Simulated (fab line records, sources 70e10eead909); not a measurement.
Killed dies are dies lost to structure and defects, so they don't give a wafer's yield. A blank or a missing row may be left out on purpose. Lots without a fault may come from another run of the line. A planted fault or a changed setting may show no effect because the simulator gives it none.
Which tool did it? | flow nand_harc | 6 lots, 18 wafers sampled, at 5 steps of a route of 1302

WHAT THE GAUGES READ, wafer by wafer
NHARC_END_SORT_01.
lot  | measured     | on        | killed_at_array
L840 | day 33 15:55 | prober-02 | 77 393 75

WHICH TOOL RAN EACH LOT (tool, then ch and the chambers of the sampled wafers, then the start)
lot  | NHARC_A_STAIRCASE_TRIM_202                    | NHARC_A_STAIRCASE_ETCH_225         | NHARC_A_STAIRCASE_ETCH_232                  | NHARC_A_STAIRCASE_ETCH_234
L818 | rie_diel-02 ch 0,1,2, day 16 11:56 or earlier | rie_diel-09 ch 1,3, day 16 11:56   | rie_diel-02 ch 0,2, no start                | rie_diel-02 ch 1,2,3, no start
L824 | rie_diel-12 ch 0,2,3, day 19 07:55 or earlier | rie_diel-02 ch 1,2,3, day 19 07:55 | rie_diel-02 ch 1,2,3, no start              | rie_diel-02 ch 1,2,3, no start
L827 | rie_diel-12 ch 0,2, day 20 06:47 or earlier   | rie_diel-02 ch 0,1, day 20 06:47   | rie_diel-02 ch 0,1,3, no start              | rie_diel-02 ch 1,2,3, no start
L830 | rie_diel-02 ch 1,2,3, day 22 01:38 or earlier | rie_diel-12 ch 0,2,3, day 22 01:38 | rie_diel-02 ch 0,1,2, no start              | rie_diel-02 ch 0,1,3, no start
L838 | rie_diel-09 ch 0,1,2, day 24 18:41 or earlier | rie_diel-02 ch 1,2, day 24 18:41   | rie_diel-12 ch 0,2, no start                | rie_diel-12 ch 0,1,2, no start
L840 | rie_diel-12 ch 0,1,3, day 25 20:25 or earlier | rie_diel-02 ch 1,2,3, day 25 20:25 | rie_diel-02 ch 2,3, day 33 15:55 or earlier | rie_diel-02 ch 0,2, day 33 15:55 or earlier
- NHARC_A_STAIRCASE_TRIM_202: chemistry O2, time 211.2 s.
- NHARC_A_STAIRCASE_ETCH_225: etches the open film in C4F8/O2, target depth 100 nm, time 40.5 s.
- NHARC_A_STAIRCASE_ETCH_232: etches the open film in C4F8/O2, target depth 100 nm, time 40.5 s.
- NHARC_A_STAIRCASE_ETCH_234: etches the open film in C4F8/O2, target depth 100 nm, time 40.5 s.

THE ANSWER, worked out from the rows above alone
Rule: what is usual is taken from the lots themselves. Put in order of their means at a reading, lots are off if they are a third of the lots or fewer, leave a main group of 4 or more, and stand apart from it by a gap of 3 or more times the standard deviation of the main group's means; of several such gaps the widest counts. A main group whose means are all the same, to the digits that the tables above print for the reading, isn't used. A lot without any number at a reading at which 4 lots or more have one is off too. The other lots that the step has rows for count as sound.
No lot is off at any reading shown: from this, nothing can be told.

WHAT THE SIMULATOR HAD PUT IN
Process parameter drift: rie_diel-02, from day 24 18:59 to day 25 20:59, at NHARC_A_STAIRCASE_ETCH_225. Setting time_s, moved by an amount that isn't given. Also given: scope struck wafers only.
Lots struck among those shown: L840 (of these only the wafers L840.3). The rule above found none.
